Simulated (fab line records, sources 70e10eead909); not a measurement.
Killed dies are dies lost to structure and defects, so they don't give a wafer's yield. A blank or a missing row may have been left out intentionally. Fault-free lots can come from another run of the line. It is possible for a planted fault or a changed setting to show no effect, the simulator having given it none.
Matching of chambers + flow nand-harc + 4 sister chambers for NHARC_P_BONDPAD_ETCH_37 on rie-diel-12
The step etches the open film in N2/H2, target depth 60 nm, overetch 18 nm, time 65.91 s. 14 wafers are shown with their chamber, then 7 later ones without.

EACH WAFER AND ITS CHAMBER
| wafer  | chamber | drypump-motor-current-A (A) | throttle-valve-pct (%) | rf-vpp-V (V) |
|--------|---------|-----------------------------|------------------------|--------------|
| L076.1 | 3       | 5.1                         | 14.170                 | 433.4        |
| L076.3 | 2       | 5.6                         | 14.168                 | 429.7        |
| L076.6 | 2       | 5.6                         | 14.180                 | 429.5        |
| L079.3 | 1       | 5.8                         | 14.147                 | 431.4        |
| L079.4 | 3       | 5.1                         | 14.187                 | 431.7        |
| L079.6 | 3       | 5.0                         | 14.180                 | 433.3        |
| L086.2 | 3       | 5.0                         | 14.178                 | 431.6        |
| L086.4 | 0       | 5.9                         | 14.170                 | 428.3        |
| L086.6 | 2       | 5.6                         | 14.165                 | 430.0        |
| L090.1 | 0       | 5.9                         | 14.185                 | 428.8        |
| L090.2 | 2       | 5.6                         | 14.181                 | 429.4        |
| L090.3 | 3       | 5.1                         | 14.166                 | 432.1        |
| L091.2 | 3       | 5.1                         | 14.193                 | 432.3        |
| L091.3 | 1       | 5.8                         | 14.143                 | 427.9        |

SIGNATURES, as means of the wafers listed above
| reading                 | chamber 0 | chamber 1 | chamber 2 | chamber 3 | scatter within a chamber |
|-------------------------|-----------|-----------|-----------|-----------|--------------------------|
| drypump-motor-current-A | 5.900     | 5.800     | 5.600     | 5.067     | 0.0365                   |
| throttle-valve-pct      | 14.17750  | 14.14500  | 14.17350  | 14.17900  | 0.00913                  |
| rf-vpp-V                | 428.550   | 429.650   | 429.650   | 432.400   | 0.975                    |
Rule: a wafer's distance from a chamber is the root of the sum, over the readings, of the square of ((its reading less the chamber's mean) divided by the reading's scatter). The wafer belongs to the nearest chamber; if the next one is less than 2 further off, it can't be placed. The scatter: take each reading less its chamber's mean, square it, sum over the shown wafers, divide by the number of wafers less the number of chambers, and take the root.

WAFERS MISSING THEIR CHAMBER
| wafer  | drypump-motor-current-A (A) | throttle-valve-pct (%) | rf-vpp-V (V) |
|--------|-----------------------------|------------------------|--------------|
| L091.6 | 6.0                         | 14.196                 | 430.4        |
| L092.1 | 5.6                         | 14.177                 | 430.4        |
| L092.3 | 5.1                         | 14.178                 | 433.4        |
| L092.5 | 5.8                         | 14.169                 | 429.8        |
| L093.3 | 5.1                         | 14.160                 | 430.4        |
| L093.5 | 6.0                         | 14.203                 | 428.4        |
| L093.6 | 5.1                         | 14.179                 | 431.4        |

WHICH CHAMBER EACH ONE RAN IN
| wafer  | from the rows above     | in truth |
|--------|-------------------------|----------|
| L091.6 | 0                       | 0        |
| L092.1 | 2                       | 2        |
| L092.3 | 3                       | 3        |
| L092.5 | can't be placed: 1 or 0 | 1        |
| L093.3 | 3                       | 3        |
| L093.5 | 0                       | 0        |
| L093.6 | 3                       | 3        |
6 of 7 placed correctly. Can't be placed from these rows: 1 (the true chamber is among the candidates in 1). Number placed wrongly: 0.
